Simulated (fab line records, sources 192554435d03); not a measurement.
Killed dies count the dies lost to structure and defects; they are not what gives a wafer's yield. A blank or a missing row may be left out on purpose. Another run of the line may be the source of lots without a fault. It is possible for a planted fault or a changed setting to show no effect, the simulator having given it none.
Split-lot trial | flow n5 finfet | 7 lots, 39 wafers read, on a route of 1938 steps

## THE SPLIT ITSELF
At N5_DUMMY_GATE_ETCH_37 (etches SOC in N2/H2, target depth 60 nm, overetch 30 nm), the setting source w was moved away from the recipe's 840 W on 12 of the 39 wafers read, by -17.1% to +5.8%. For the rest of the wafers, this setting stayed at what the recipe calls for.

Reading taken at the split's own step.

## THE READING
rf vpp V, in V, at N5_DUMMY_GATE_ETCH_37 (etches SOC in N2/H2, target depth 60 nm, overetch 30 nm). A value of 523.5 V with a standard deviation of 2.2 V is what fault-free wafers of this fab line usually give.

wafer  | tool, chamber at the split | source w as run, W | against the recipe | rf vpp V, V | against lot-mates on the recipe
L079.1 | rie diel-03, 1             | 696.6              | -17.1%             | 556.3       | +33.9
L079.2 | rie diel-03, 3             | 840                | recipe             | 522.9       | -
L079.3 | rie diel-03, 2             | 840                | recipe             | 524.3       | -
L079.4 | rie diel-03, 0             | 696.6              | -17.1%             | 553.1       | +30.7
L079.5 | rie diel-03, 1             | 696.6              | -17.1%             | 557.6       | +35.2
L079.6 | rie diel-03, 0             | 840                | recipe             | 519.9       | -
L081.1 | rie diel-04, 3             | 840                | recipe             | 523.7       | -
L081.2 | rie diel-04, 2             | 888.8              | +5.8%              | 511.7       | -12.6
L081.3 | rie diel-04, 1             | 888.8              | +5.8%              | 514.9       | -9.4
L081.4 | rie diel-04, 0             | 840                | recipe             | 524.7       | -
L081.5 | rie diel-04, 2             | 888.8              | +5.8%              | 511.5       | -12.8
L081.6 | rie diel-04, 3             | 840                | recipe             | 524.5       | -
L085.1 | rie diel-03, 2             | 840                | recipe             | 525.6       | -
L085.2 | rie diel-03, 1             | 840                | recipe             | 523.5       | -
L085.3 | rie diel-03, 3             | 840                | recipe             | 523.0       | -
L085.4 | rie diel-03, 0             | 840                | recipe             | 528.5       | -
L085.5 | rie diel-03, 2             | 840                | recipe             | 524.3       | -
L085.6 | rie diel-03, 3             | 840                | recipe             | 522.2       | -
L089.1 | rie diel-03, 3             | 885.7              | +5.4%              | 513.6       | -10.7
L089.2 | rie diel-03, 1             | 840                | recipe             | 522.9       | -
L089.3 | rie diel-03, 2             | 840                | recipe             | 525.0       | -
L089.4 | rie diel-03, 0             | 885.7              | +5.4%              | 518.5       | -5.8
L089.5 | rie diel-03, 2             | 840                | recipe             | 524.9       | -
L089.6 | rie diel-03, 3             | 885.7              | +5.4%              | 513.7       | -10.6
L093.1 | rie diel-01, 3             | 840                | recipe             | 524.5       | -
L093.2 | rie diel-01, 2             | 840                | recipe             | 521.7       | -
L093.5 | rie diel-01, 2             | 840                | recipe             | 523.1       | -
L094.1 | rie diel-03, 0             | 840                | recipe             | 528.5       | -
L094.2 | rie diel-03, 3             | 840                | recipe             | 522.8       | -
L094.3 | rie diel-03, 2             | 840                | recipe             | 525.0       | -
L094.4 | rie diel-03, 1             | 840                | recipe             | 522.3       | -
L094.5 | rie diel-03, 1             | 840                | recipe             | 523.0       | -
L094.6 | rie diel-03, 2             | 840                | recipe             | 524.9       | -
L097.1 | rie diel-01, 3             | 714                | -15.0%             | 554.4       | +29.0
L097.2 | rie diel-01, 0             | 840                | recipe             | 527.7       | -
L097.3 | rie diel-01, 2             | 840                | recipe             | 523.2       | -
L097.4 | rie diel-01, 1             | 714                | -15.0%             | 549.0       | +23.6
L097.5 | rie diel-01, 3             | 840                | recipe             | 525.4       | -
L097.6 | rie diel-01, 2             | 714                | -15.0%             | 550.3       | +24.9

THE FIT
A straight line over all 39 wafers: rf vpp V changes by -1.83 V for each +1% of source w; r = -0.99; the points scatter about the line by 2 V.
The same after taking each lot's own level away (the mean of its wafers on the recipe; 39 wafers): -1.85 V for each +1%; r = -0.99; scatter 2 V.
The reading moves by 32 V for the largest change in source w, on that fit.
The span of the lots' own levels, 522.37 to 525.43 V, comes to 1.4 times the standard deviation stated above.
The two slopes agree, so the slope changes little with the lot-to-lot level.
Check: for one of the wafers moved furthest among these (-17.1%), held out of the fit, the line's prediction against its lot-mates is +31.1 V. Against them it came out at +33.9 V.
Tool readings at the split's step, against how far the setting was moved: rf vpp V r = -0.99.

## THE OTHER SPLITS THESE WAFERS WENT THROUGH
Note: prior to the reading, these wafers also went through further splits. Each is held against what the fit with the lots' levels taken away leaves over:
other split on the same wafers | wafers away from the commonest value | r with rf vpp V (lot level and that fit taken away)
N5_FIN_SAQP_ETCH_65 time s     | 12                                   | +0.20
N5_DUMMY_GATE_HM_DEP_06 time s | 30                                   | +0.17

## THE FILE'S OWN FIT
rf vpp V changes by -1.85 V for each +1% of source w, r = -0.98.
